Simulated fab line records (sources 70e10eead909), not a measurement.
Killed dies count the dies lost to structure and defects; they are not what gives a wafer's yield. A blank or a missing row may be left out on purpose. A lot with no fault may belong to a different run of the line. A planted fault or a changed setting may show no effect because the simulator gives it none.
Which tool did it? | flow nand harc | 12 lots (36 wafers sampled), 1 step of a 1302-step route

## WHAT THE GAUGES SHOWED, per wafer
NHARC_A_CONTACT_CD_MEAS_42: the cd target is 300 nm. Usual: cd nm reads 300.2 nm (standard deviation 0.72).
lot  | measured     | on        | cd nm (nm)        | flag
L748 | day 22 00:53 | cd sem-01 | 299.3 298.6 300.1 |
L750 | day 22 02:43 | cd sem-01 | 299.7 299.4 299.2 |
L753 | day 23 13:25 | cd sem-01 | 301.0 299.9 300.5 |
L756 | day 24 22:40 | cd sem-02 | 299.2 299.5 300.9 |
L758 | day 25 12:49 | cd sem-02 | 300.6 301.4 299.9 |
L764 | day 27 12:44 | cd sem-03 | 300.1 301.5 301.0 |
L766 | day 28 08:59 | cd sem-02 | 300.4 299.9 299.4 |
L765 | day 28 11:26 | cd sem-01 | 300.8 301.3 301.5 |
L768 | day 29 12:11 | cd sem-02 | 299.8 301.3 300.8 |
L767 | day 29 12:37 | cd sem-02 | 299.5 298.7 300.5 |
L770 | day 31 08:03 | cd sem-02 | 301.4 299.2 301.5 |
L771 | day 31 20:16 | cd sem-03 | 300.1 301.0 301.7 |

## EACH LOT AND THE TOOL THAT RAN IT (in order: tool; ch and the chambers of the sampled wafers; start)
Record: no process step prior to these readings.

## AS READ BY THE TOOLS THEMSELVES (means over the sampled wafers that have a number; for cases with no such wafer, the mark the record gives instead)
The record holds no such reading with a usual standard deviation.

## THE ANSWER, worked out from the rows above alone
Rule: a lot is off if the mean of its wafers that have a number lies more than 3 standard deviations from the usual mean. Also off: a lot with no number at a reading for which 4 or more lots have one. All remaining lots with rows at the step are treated as sound. First the gauges in route order, then the tools' own readings, where a lot's mean is used as printed above. The first step at which some lot is off is used, and at that step the reading that is off furthest; a lot without a number counts as furthest.
No lot is off at any reading shown: from this, nothing can be told.

## WHAT THE SIMULATOR PUT IN
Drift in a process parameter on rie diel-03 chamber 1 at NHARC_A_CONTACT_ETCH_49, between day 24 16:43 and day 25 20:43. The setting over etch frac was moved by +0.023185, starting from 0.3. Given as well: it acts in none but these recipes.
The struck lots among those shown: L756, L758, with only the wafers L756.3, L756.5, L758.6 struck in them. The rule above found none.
